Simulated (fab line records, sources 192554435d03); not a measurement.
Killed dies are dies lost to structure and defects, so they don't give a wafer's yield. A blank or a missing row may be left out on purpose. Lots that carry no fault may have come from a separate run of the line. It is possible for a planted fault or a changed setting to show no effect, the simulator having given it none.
fab line records -- flow n5_finfet
record lots=4, wafers=11, last_day=16
route steps=1938 shown DUMMY_REMOVAL@377 HKMG_FIN@385 BEOL_M4@1111 PASSIVATION@1936
lots that met no fault: from a run of the same line without faults
start_h: the number of hours between the record's first day and the start of the first shown wafer of the lot -- wait_h: hours elapsed since this lot's preceding step -- " repeats the value in the row above -- L1.1+2: several wafers, shown together as one row -- - no value present, or no start provided -- * or withheld: withheld -- < > ~ a bound
route shown NAME@n: NAME is a module with steps in the file, n the number in the route of the first one -- usual: average and standard deviation across the fault-free wafers -- same: alike in all rows -- chamber/n: place in a boat -- sites: readings site by site -- _std_site: standard deviation of those values -- _edge_site: the outer-site mean with the inner-site mean subtracted -- radius_mm: how far each site lies from the wafer's centre -- mask NAME#n: copy n -- behind: the most recent tool/chamber to have shaped the wafer -- hold: cause of the lot's hold/its duration in hours/its outcome -- device: names the non-switching transistor (n, p or np) -- end of line: at the end of the route, the tests of the same wafers -- for a step that has no rows: nothing shown but its recipe -- killed: dies lost to structure and defects at the first sort, not the wafer's yield -- map: the dies of a wafer, with x for killed, . for not killed, _ for no die there
set.NAME: the setting the step ran with; set.NAME@STEP: the setting that earlier step ran with -- model.NAME: the simulator's own value behind a step, which no gauge read
lots at selected steps of the route; one table per step, one row per wafer
## steps
# step N5_DUMMY_REMOVAL_HM_STRIP_01
# recipe chemistry=CH3F/O2, material=SiNx, target_depth_a=40, stop_on=poly-Si, time_s=6.8, over_etch_frac=0.3, ion_energy_ev=60, power_w=410, bias_w=29, Ar_flow_sccm=150, CH3F_flow_sccm=30, O2_flow_sccm=20
# step N5_DUMMY_REMOVAL_STRIP_10
# recipe chemistry=N2/H2, time_s=40, power_w=100, temp_c=40, pressure_mtorr=100, rf_frequency_hz=6e+07, bias_power_w=3, n2_flow_sccm=300, h2_flow_sccm=300
# step N5_DUMMY_REMOVAL_PRECLEAN_07
# recipe chemistry=dHF, time_s=30, temp_c=25, dilution=withheld
# step N5_DUMMY_REMOVAL_DUMMY_REMOVE_02
# recipe chemistry=TMAH, temp_c=70, target=poly-Si, stop_on=SiO2, target_depth_nm=142, conc_wt_pct=5, time_s=57, dry=ipa_marangoni, rinse_time_s=30, rinse_temp_c=23
# step N5_DUMMY_REMOVAL_PRECLEAN_08
# recipe chemistry=NF3:NH3, afs_cycles=2, temp_c=30, time_s=20, sublimation_temp_c=180, sublimation_time_s=60, pressure_torr=3, rf_power_w=30
# step N5_DUMMY_REMOVAL_PRECLEAN_04
# recipe chemistry=DHF, time_s=37, temp_c=25, dilution=500:1
# step N5_DUMMY_REMOVAL_SRD_05
# recipe dry=ipa_marangoni, do_ppb=5, time_s=30, temp_c=23, rinse_liquid=diw
# step N5_HKMG_FIN_IL_REGROW_00
# recipe material=SiO2, target_thk_a=7.5, chemistry=O3, temp_c=withheld, time_s=30
# step N5_HKMG_FIN_HK_ALD_01
# recipe material=HfO2, target_thk_a=16, temp_c=withheld, ald_precursor_family=HfCl4, ald_co_reactant=H2O, pulse_time_s=3, purge_time_s=3, co_reactant_purge_time_s=2.5, co_reactant_pulse_time_s=0.3, ald_cycles=30
# step N5_HKMG_FIN_HK_ANNEAL_02
# recipe temp_c=700, time_s=30, ambient=N2, idle_temp_c=600, ramp_up_c_per_s=150, ramp_down_c_per_s=60, cool_to_c=600
# step N5_HKMG_FIN_ALD_74
# recipe material=La2O3, target_thk_a=5, temp_c=250, ald_precursor_family=La-Cp, ald_co_reactant=O3, pulse_time_s=6, co_reactant_pulse_time_s=1, purge_time_s=3, co_reactant_purge_time_s=3
# usual heater_power_w=359/37, precursor_pulse_height_rel=1.002/0.02
lot.wafer,tool,chamber,start_h,wait_h,heater_power_w,precursor_pulse_height_rel
L347.2,ald_hk-03,1,82.14,0.2,319,0.972
L347.3,ald_hk-03,2,82.14,0.2,363,0.999
L347.5,ald_hk-03,0,82.14,0.2,359,0.987
L352.1,ald_hk-03,1,113.99,0.2,308,0.982
L352.6,ald_hk-03,1,113.99,0.2,318,1.037
L361.1,ald_hk-03,3,169.35,0.2,402,1.025
L361.5,ald_hk-03,2,169.35,0.2,377,0.998
L361.6,ald_hk-03,3,169.35,0.2,411,1.021
L363.3,ald_hk-03,2,181.99,0.1,375,0.983
L363.4,ald_hk-03,0,181.99,0.1,361,1.043
L363.6,ald_hk-03,1,181.99,0.1,321,1.025
# step N5_HKMG_FIN_ALD_75
# recipe material=Al2O3, target_thk_a=10, temp_c=150, ald_precursor_family=TMA, ald_co_reactant=H2O, pulse_time_s=withheld, co_reactant_pulse_time_s=1
# step N5_HKMG_FIN_COAT_41
# recipe resist=SOC, temp_c=250, time_s=60, spin_rpm=1500, resist_thk_nm=300
# step N5_HKMG_FIN_COAT_42
# recipe resist=SiARC, temp_c=220, time_s=60, spin_rpm=1500, resist_thk_nm=35
# step N5_HKMG_FIN_COAT_43
# recipe resist=CAR-ArF, spin_rpm=1500, resist_thk_nm=90
# step N5_HKMG_FIN_EBR_45
# recipe solvent=PGMEA, ebr_width_mm=1.5
# step N5_HKMG_FIN_SOFTBAKE_44
# recipe temp_c=110, time_s=60, resist=CAR-ArF
# step N5_HKMG_FIN_EXPOSE_46
# recipe mask_id=NDIPOLE, na=1.35, source_shape=conventional, sigma_outer=0.8, polarization=unpolarized, dose_mj=40
# step N5_HKMG_FIN_PEB_47
# recipe peb_temp_c=withheld, peb_time_s=60, resist=CAR-ArF
# step N5_HKMG_FIN_DEVELOP_48
# recipe develop_time_s=30, developer=TMAH, resist=CAR-ArF, rinse_liquid=diw, dry=air_spin, dev_temp_c=23
# step N5_HKMG_FIN_DESCUM_53
# recipe chemistry=O2, time_s=7.9, source_power_w=50, bias_power_w=20, pressure_mtorr=20, rf_frequency_hz=2.712e+07, temp_c=40, resist=CAR-ArF, o2_flow_sccm=225
# step N5_HKMG_FIN_ETCH_54
# recipe chemistry=CF4, target=SiARC, target_depth_a=455, mask_material=CAR-ArF, time_s=75.8, ion_energy_ev=80, pressure_mtorr=40, source_w=545, bias_w=36, Ar_flow_sccm=100, cf4_flow_sccm=100, ends=cleared
# step N5_HKMG_FIN_ETCH_55
# recipe chemistry=N2/H2, target=SOC, target_depth_a=2400, temp_c=40, time_s=300, ion_energy_ev=200, mask_material=SiARC, pressure_mtorr=30, source_w=840, bias_w=150, n2_flow_sccm=200, h2_flow_sccm=200
# step N5_HKMG_FIN_STRIP_56
# recipe chemistry=N2/H2, temp_c=40, n2_flow_sccm=200, h2_flow_sccm=200, rf_frequency_hz=6e+07
# step N5_HKMG_FIN_STRIP_57
# recipe chemistry=CF4, resist=SiARC, power_w=300, bias_power_w=75, pressure_mtorr=50, cf4_flow_sccm=150, rf_frequency_hz=6e+07
# step N5_HKMG_FIN_ETCH_58
# recipe chemistry=N2/H2, target=SOC, target_depth_a=2158, ion_energy_ev=50, bias_w=13, time_s=741, pressure_mtorr=30, source_w=875, n2_flow_sccm=200, h2_flow_sccm=200
# step N5_HKMG_FIN_STRIP_93
# recipe chemistry=N2/H2, material=SOC, time_s=20, power_w=500, temp_c=40, pressure_mtorr=50, rf_frequency_hz=6e+07, bias_power_w=8, h2_frac=0.5, n2_flow_sccm=300, h2_flow_sccm=300
# step N5_HKMG_FIN_WET_ETCH_76
# recipe chemistry=dNH4OH, mix=1:50, temp_c=25, target=Al2O3, stop_on=La2O3, target_depth_nm=2.25, dry=ipa_marangoni, rinse_time_s=30, rinse_temp_c=23
# step N5_HKMG_FIN_STRIP_60
# recipe chemistry=N2/H2, power_w=2500, temp_c=300, h2_frac=0.65, time_s=360, pressure_mtorr=withheld, n2_flow_sccm=1750, h2_flow_sccm=3250
# step N5_HKMG_FIN_WET_ETCH_77
# recipe chemistry=dHCl, mix=1:10000, temp_c=25, target=La2O3, stop_on=HfO2, target_depth_nm=2
# step N5_HKMG_FIN_WET_ETCH_78
# recipe chemistry=dNH4OH, mix=1:50, temp_c=25, target=Al2O3, stop_on=La2O3, target_depth_nm=4.5, dry=ipa_marangoni, rinse_time_s=30, rinse_temp_c=23
# step N5_HKMG_FIN_ALD_79
# recipe material=TiN, target_thk_a=15, temp_c=400, ald_precursor_family=TiCl4, ald_co_reactant=NH3, pulse_time_s=1, purge_time_s=3, co_reactant_purge_time_s=2, co_reactant_pulse_time_s=2, ald_cycles=68, pressure_torr=3
# step N5_HKMG_FIN_CVD_62
# recipe material=a-Si, target_thk_a=30, temp_c=500, precursor=Si2H6, pressure_torr=1, time_s=20.8
# step N5_HKMG_FIN_RTA_80
# recipe temp_c=withheld, time_s=2, ambient=N2, idle_temp_c=600, ramp_up_c_per_s=150, ramp_down_c_per_s=60, cool_to_c=600
# step N5_HKMG_FIN_PRECLEAN_64
# recipe chemistry=dHF, time_s=30, temp_c=25, dilution=withheld
# step N5_HKMG_FIN_WET_ETCH_65
# recipe chemistry=TMAH, temp_c=70, conc_wt_pct=5, target=a-Si, stop_on=TiN, time_s=49, target_depth_nm=3
# step N5_HKMG_FIN_WET_ETCH_81
# recipe chemistry=SC1, target=TiN, stop_on=HfO2, mix=1:1:5, temp_c=60, time_s=57, target_depth_nm=6
# step N5_BEOL_M4_RC_MEAS_101
# usual DIBL_N=36.3/1.7, DIBL_P=36.5/1.8, IOFF_N=0.16/0.033, IOFF_P=0.21/0.037, IOFF_P_85C=3.7/0.52, IOFF_P_LIN=0.101/0.014, IOFF_P_LONG=0.000107/1e-05, ION_N=675/11, ION_P=462/7.9, SS_N=71.6/0.64, SS_P=73.3/0.68, VT_N=249/3.3, VT_N_LVT=98/3.3, VT_P=-250/3.3, VT_P_LONG=-276/3.1
lot.wafer,tool,chamber,start_h,wait_h,DIBL_N[mV/V],DIBL_P[mV/V],IOFF_N[nA/um],IOFF_P[nA/um],IOFF_P_85C[nA/um],IOFF_P_LIN[nA/um],IOFF_P_LONG[nA/um],ION_N[uA/um],ION_P[uA/um],SS_N[mV/dec],SS_P[mV/dec],VT_N[mV],VT_N_LVT[mV],VT_P[mV],VT_P_LONG[mV]
L347.2,prober-01,0,175.55,0.2,35.6,35.6,0.13,0.20,3.4,0.096,0.000103,666,458,71.0,73.5,254,102,-250,-277
L347.3,prober-01,0,175.55,0.2,35.3,35.5,0.13,0.64,9.1,0.307,0.000261,659,504,70.8,73.4,255,134,-219,-245
L347.5,prober-01,0,175.55,0.2,35.4,35.7,0.13,0.20,3.5,0.096,0.000101,668,459,70.8,73.3,253,101,-251,-277
L352.1,prober-02,0,198.02,0.0,37.5,37.3,0.17,0.25,4.1,0.113,0.000117,683,467,72.0,73.1,247,99,-247,-274
L352.6,prober-02,0,198.02,0.0,37.6,38.0,0.17,0.85,11.5,0.385,0.000315,681,521,71.4,73.1,248,132,-214,-239
L361.1,prober-02,0,258.55,0.0,38.2,36.6,0.16,0.17,3.2,0.082,9.1e-05,658,441,72.6,73.6,252,102,-257,-284
L361.5,prober-02,0,258.55,0.0,37.6,36.9,0.15,0.18,3.3,0.085,9.5e-05,673,458,71.5,73.1,252,100,-254,-280
L361.6,prober-02,0,258.55,0.0,36.9,35.5,0.14,0.17,3.1,0.081,9.1e-05,658,450,71.8,74.0,252,102,-255,-280
L363.3,prober-02,0,270.60,0.3,35.3,37.0,0.18,0.20,3.5,0.097,0.000102,682,466,71.7,73.1,244,93,-251,-275
L363.4,prober-02,0,270.60,0.3,37.3,39.7,0.21,0.24,4.1,0.107,0.000112,679,456,71.7,73.4,247,92,-249,-277
L363.6,prober-02,0,270.60,0.3,36.0,37.4,0.18,0.21,3.7,0.100,0.000108,665,454,71.7,74.5,246,94,-249,-276
# step N5_PASSIVATION_PROBE_49
# usual defect_limited_yield=91.3/1.5, killed_at_M0_to_M3=34/9.4, killed_at_M4_up=13/5.3, killed_at_contacts=13/5.7, killed_at_front_end=40/10, killed_at_other=3.7/2.8, killed_dies=103/17, killed_open=67/13, killed_short=35/8.5, sort_bin_4_leakage=0.00/0.016, sort_bin_5_function=5.0/0.98, sort_bin_6_memory=3.3/0.7, sort_bin_8_speed=0.00/0.007, sort_n_pass=1077/17, sort_yield_pct=91.3/1.5
# same gross_dies=1180, killed_at_back_side=0
lot.wafer,tool,chamber,start_h,wait_h,defect_limited_yield[%],killed_at_M0_to_M3,killed_at_M4_up,killed_at_contacts,killed_at_front_end,killed_at_other,killed_dies,killed_open,killed_short,sort_bin_4_leakage[%],sort_bin_5_function[%],sort_bin_6_memory[%],sort_bin_8_speed[%],sort_n_pass,sort_yield_pct[%]
L347.2,prober-02,-,272.73,0.1,92.5,30,10,14,27,8,89,46,37,0,4.2,2.6,0,1091,92.5
L347.3,prober-02,-,272.78,0.1,93.1,30,5,13,32,1,81,43,38,40.68,3.4,3.0,0,619,52.5
L347.5,prober-02,-,272.88,0.2,91.1,35,4,16,46,4,105,73,31,0,5.2,3.5,0,1075,91.1
L352.1,prober-02,-,303.54,0.0,90.8,35,25,5,41,3,109,75,34,0,5.8,3.1,0,1071,90.8
L352.6,prober-02,-,303.79,0.3,89.1,57,12,4,52,4,129,83,44,80.00,6.1,4.2,0,107,9.1
# killed by level:class
L347.2 MOL_CONTACT_COAG:geometric_particle:open=11 BEOL_M0_SAQP:geometric_particle:short=10 BEOL_M0_SAQP:geometric_particle:open=8 GATE_CUT:geometric_particle:short=5 HKMG_FIN:area_etch=5 GATE_CUT:geometric_particle:open=4 BEOL_M0:geometric_particle:short=4 BEOL_M5:geometric_particle:open=4
L347.3 MOL_CONTACT_COAG:geometric_particle:open=9 STI_FIN_REVEAL:geometric_particle:open=7 BEOL_M1:geometric_particle:short=6 GATE_CUT:geometric_particle:open=5 GATE_CUT:geometric_particle:short=5 BEOL_M0_SAQP:geometric_particle:short=5 BEOL_M0:geometric_particle:short=5 BEOL_M3:geometric_particle:open=5
L347.5 MOL_CONTACT_COAG:geometric_particle:open=13 FIN_SAQP:geometric_particle:open=12 GATE_CUT:geometric_particle:open=10 GATE_CUT:geometric_particle:short=7 BEOL_M0_SAQP:geometric_particle:open=7 BEOL_M0_SAQP:geometric_particle:short=6 BEOL_M2:geometric_particle:open=6 BEOL_M3:geometric_particle:open=6
L352.1 STI_FIN_REVEAL:geometric_particle:open=14 BEOL_M4:geometric_particle:open=13 BEOL_M0_SAQP:geometric_particle:open=10 BEOL_M0_SAQP:geometric_particle:short=8 BEOL_M3:geometric_particle:open=7 GATE_CUT:geometric_particle:open=6 BEOL_M2:geometric_particle:open=5 FIN_SAQP:geometric_particle:short=4
L352.6 BEOL_M0_SAQP:geometric_particle:open=18 BEOL_M0_SAQP:geometric_particle:short=13 STI_FIN_REVEAL:geometric_particle:open=13 BEOL_M3:geometric_particle:open=11 DUMMY_GATE:geometric_particle:open=6 GATE_CUT:geometric_particle:short=6 BEOL_M1:geometric_particle:open=6 BEOL_M4:geometric_particle:open=6
# map L347.5 (x killed, . not)
_________________..x.......xx________________
______________.................x_____________
___________........x......x.....x..__________
__________.xx......................._________
________...x......x..................._______
_______...x...xx..........x............______
______.x..x...x........................._____
_____....x.xx.............xx.x..x...x....____
____..............xx......x..............x___
___..x............x.....x......x...........__
___..............x.........................__
__x.................x.....xx................_
__...x.............x...x......x...x........._
_........x.x..............x..............x...
_..............x.x......x.......x............
_........................x..............x....
_......xxx....................x..............
_......x........................xx...x.x.....
_..x.............x.......................x...
_.....x.................................x....
_...........x........x..x.....x...x...x...x..
__................x........................._
__..........x...xxx........x................_
___x..............................x........__
___......x.x.....................x.......x.__
____...............x...........x.........x___
_____....................x...x...........____
______.................................._____
_______..................x..x....x.....______
________....xx........................_______
__________x......................x.._________
___________xx............x.........__________
______________.................._____________
_________________.x.xx.......________________
# map L352.6 (x killed, . not)
_________________............________________
______________......x.......x..._____________
___________..x.......x........x....__________
__________..............x.....x....._________
________.x.x..............xx.........._______
_______.x...................x..xxx..x..______
______..........................x......._____
_____...x......x.....x.xx...............x____
____..........xx...x...x.......x......x...___
___....x..............x...................x__
___.x........................x..........x..__
__.x.......x............xx...x.............._
__...x.........xx.....x...............x....._
_.......x....xx...........x..................
_x...x....x..................xx.xx...x.......
_.........x............x...........x..x......
_.xx.........x............x...............x.x
_..x.x..x...x......xx.........x........xx....
_...........x...x........x.....x...xx........
_xx.............x............................
_............x.........x.........x....xxx....
__......x.....x..x......x.x......x.........._
__.x...x.x.......................x.........._
___.......x......x..x..x.......x.x.........__
___.x.....x...................x........x...__
____...............x...x......x...........___
_____.........x........x.......x.......x.____
______.......x.........................._____
_______.x............x.................______
________.....................x........_______
__________.......x.................._________
___________x.x.....................__________
______________..............xxx._____________
_________________............________________
## key
first_sign step=N5_BEOL_M4_RC_MEAS_101, reading=IOFF_P_LONG, direction=up, sigmas=18, usual=0.000107, struck=0.000288
effect step=N5_BEOL_M4_RC_MEAS_101, reading=IOFF_P_LIN, direction=up, sigmas=18, usual=0.101, struck=0.346
effect step=N5_BEOL_M4_RC_MEAS_101, reading=IOFF_P, direction=up, sigmas=14, usual=0.21, struck=0.74
effect step=N5_BEOL_M4_RC_MEAS_101, reading=IOFF_P_85C, direction=up, sigmas=13, usual=3.7, struck=10.3
effect step=N5_BEOL_M4_RC_MEAS_101, reading=VT_P_LONG, direction=up, sigmas=11, usual=-276, struck=-242
effect step=N5_BEOL_M4_RC_MEAS_101, reading=VT_N_LVT, direction=up, sigmas=11, usual=98, struck=133
effect step=N5_BEOL_M4_RC_MEAS_101, reading=VT_P, direction=up, sigmas=10, usual=-250, struck=-217
effect step=N5_BEOL_M4_RC_MEAS_101, reading=ION_P, direction=up, sigmas=6.4, usual=462, struck=513
effect step=N5_PASSIVATION_PROBE_49, reading=sort_bin_4_leakage, direction=up, sigmas=99+, usual=0.00, struck=60.34
met_at N5_HKMG_FIN_ALD_74
struck_wafers L347.3,L352.6
fault kind=process_parameter_drift, tool=ald_hk-03, chamber=-, onset_h=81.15, steps=N5_HKMG_FIN_ALD_74, channel=target_thk_a, offset=*, shape=step, end_h=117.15, scope=struck_wafers_only, acts_in=*, stated=*
